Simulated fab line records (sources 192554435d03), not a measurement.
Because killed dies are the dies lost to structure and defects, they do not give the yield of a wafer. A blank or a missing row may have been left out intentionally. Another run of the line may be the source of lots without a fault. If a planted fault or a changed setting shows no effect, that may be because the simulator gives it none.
Struck lot and sound lot, side by side || flow n5-finfet || 16 out of 1938 route steps
Sound: the wafers L805.1, L805.5, L805.6. Wafers struck: L797.1, L797.2. The cause comes at the end.
Order at every step that has rows: each side's tool, ch and its chambers, its first start. Under that, the readings that differ: sound wafers || struck wafers || difference of the means || sigmas: that difference in standard deviations of wafers without a fault.
alike: a reading whose means differ by less than 2 such deviations, as well as words and numbers matching on both sides. not compared: withheld readings; readings where some wafer has no value; bounds like >300 that might hide an equal value; numbers whose values overlap and for which the record gives no deviation.
A row with sigmas, a row that says differs or no value, or rows on one side alone: a step with any of these is where the two part. Numbers that have no deviation but don't overlap get no sigmas and don't part them. Lack of a reading on every wafer of one side parts them only where that side has two or more wafers.

N5_GATE_CUT_INSPECT_15: inspects for defects (brightfield).
  sound: defect-inspect-02 at day 9 13:59; struck: defect-inspect-02 at day 7 13:06
  alike: raw-defect-count
N5_GATE_CUT_DESCUM_18: chemistry O2, time 7 s.
  sound on rie-diel-04 ch 0,2, day 9 14:01; struck on rie-diel-02 ch 1,2, day 7 13:17
  alike: chamber-pressure-mTorr, drypump-motor-current-A, oes-product-au, rf-vpp-V, showerhead-plenum-p-Torr, throttle-valve-pct
  not compared: rf-hours-counter-h
then, 5 steps without rows for these wafers: N5_GATE_CUT_ETCH_28 (etches underlayer in N2/H2, target depth 13 nm, time 10.4 s); N5_GATE_CUT_ETCH_36 (etches SiARC in CF4, target depth 13 nm, time 21.7 s); N5_GATE_CUT_ETCH_37 (etches SOC in N2/H2, target depth 60 nm, overetch 12 nm, time 90 s); N5_GATE_CUT_STRIP_38 (strips in N2/H2); N5_GATE_CUT_STRIP_39 (strips in N2/H2).
N5_GATE_CUT_HM_OPEN_40: chemistry C4F6/O2, target SiO2, target depth 139 nm, time 85.1 s.
  sound on rie-diel-04 ch 0,2, day 9 14:11; struck on rie-diel-02 ch 1,2, day 7 13:27
  alike: chamber-pressure-mTorr, drypump-motor-current-A, etch-rf-on-time-s, mfc-ar-sccm, oes_ar_750_au, oes_o_777_au, oes-product-au, rf-vpp-V, showerhead-plenum-p-Torr, throttle-valve-pct
  not compared: rf-hours-counter-h
N5_GATE_CUT_STRIP_41: strips in CF4.
  sound on rie-diel-04 ch 0,2, day 9 14:14; struck on rie-diel-02 ch 1,2, day 7 13:31
  alike: chamber-pressure-mTorr, drypump-motor-current-A, oes-product-au, rf-vpp-V, showerhead-plenum-p-Torr, throttle-valve-pct
  not compared: rf-hours-counter-h
then, 1 step without rows for these wafers: N5_GATE_CUT_STRIP_42 (strips in O2).
N5_GATE_CUT_ETCH_19: etches SiNx in CH3F/O2, target depth 53.7 nm, time 76.7 s.
  sound on rie-diel-04 ch 0,2, day 9 14:18; struck on rie-diel-02 ch 1,2, day 7 13:34
  alike: chamber-pressure-mTorr, drypump-motor-current-A, etch-rf-on-time-s, mfc-ar-sccm, oes_ar_750_au, oes_o_777_au, oes-product-au, rf-vpp-V, showerhead-plenum-p-Torr, throttle-valve-pct
  not compared: rf-hours-counter-h
then, 1 step without rows for these wafers: N5_GATE_CUT_CUT_ETCH_53 (etches W in SF6/Cl2, target depth 79.2 nm).
N5_GATE_CUT_CUT_ETCH_54: etches TiN in Cl2/BCl3, target depth 96.7 nm.
  sound on rie-metal-03 ch 0,1, day 9 14:28; struck on rie-metal-02 ch 0,1, day 7 13:44
{"reading": "etch-rf-on-time-s (s)", "sound": "36.6 36.3 35.7", "struck": "22.6 22.7", "difference": -13.6, "sigmas": -18}
{"reading": "oes-product-au (a.u.)", "sound": "0.55 0.56 0.64", "struck": "0.82 0.83", "difference": "+0.24", "sigmas": "+4"}
  alike: chamber-pressure-mTorr, drypump-motor-current-A, mfc-ar-sccm, oes_ar_750_au, throttle-valve-pct
  not compared: rf-hours-counter-h
N5_GATE_CUT_CUT_ETCH_55: etches HfO2 in BCl3, target depth 3.2 nm.
  sound on rie-metal-03 ch 0,1, day 9 14:32; struck on rie-metal-02 ch 0,1, day 7 13:48
  alike: chamber-pressure-mTorr, drypump-motor-current-A, oes-product-au, throttle-valve-pct
  not compared: rf-hours-counter-h
-- here the record skips 3 days between the struck wafers' starts before and after, leaving off in module GATE_CUT and picking up in module BEOL_M4 (first step shown: number 1111 of the route) --
N5_BEOL_M4_RC_MEAS_101:
  sound on prober-02 ch 0, day 12 23:56; struck on prober-02 ch 0, day 10 15:01
  alike: DIBL_N, DIBL_P, IOFF_N, IOFF_P, ION_N, ION_P, SS_N, SS_P, VT_N, VT_P
-- here the record skips 4 days between the struck wafers' starts before and after, leaving off in module BEOL_M4 and picking up in module PASSIVATION (first step shown: number 1936 of the route) --
N5_PASSIVATION_PROBE_49:
  sound: prober-01 at day 17 02:52; struck: prober-01 at day 14 20:34
{"reading": "killed-at-contacts", "sound": "8 11 14", "struck": "14 38", "difference": "+15", "sigmas": "+3"}
  alike: defect-limited-yield, killed_at_M0_to_M3, killed_at_M4_up, killed-at-front-end, killed-at-other, killed-dies, killed-open, killed-short, sort_bin_5_function, sort_bin_6_memory, sort-n-pass, sort-yield-pct

WHERE THEY PART
At N5_GATE_CUT_CUT_ETCH_54 first; at N5_PASSIVATION_PROBE_49 last (within this record only).

WHY: what the simulator had put in
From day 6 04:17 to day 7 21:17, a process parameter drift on rie-metal-02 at N5_GATE_CUT_CUT_ETCH_54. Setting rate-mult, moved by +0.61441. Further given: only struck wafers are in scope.
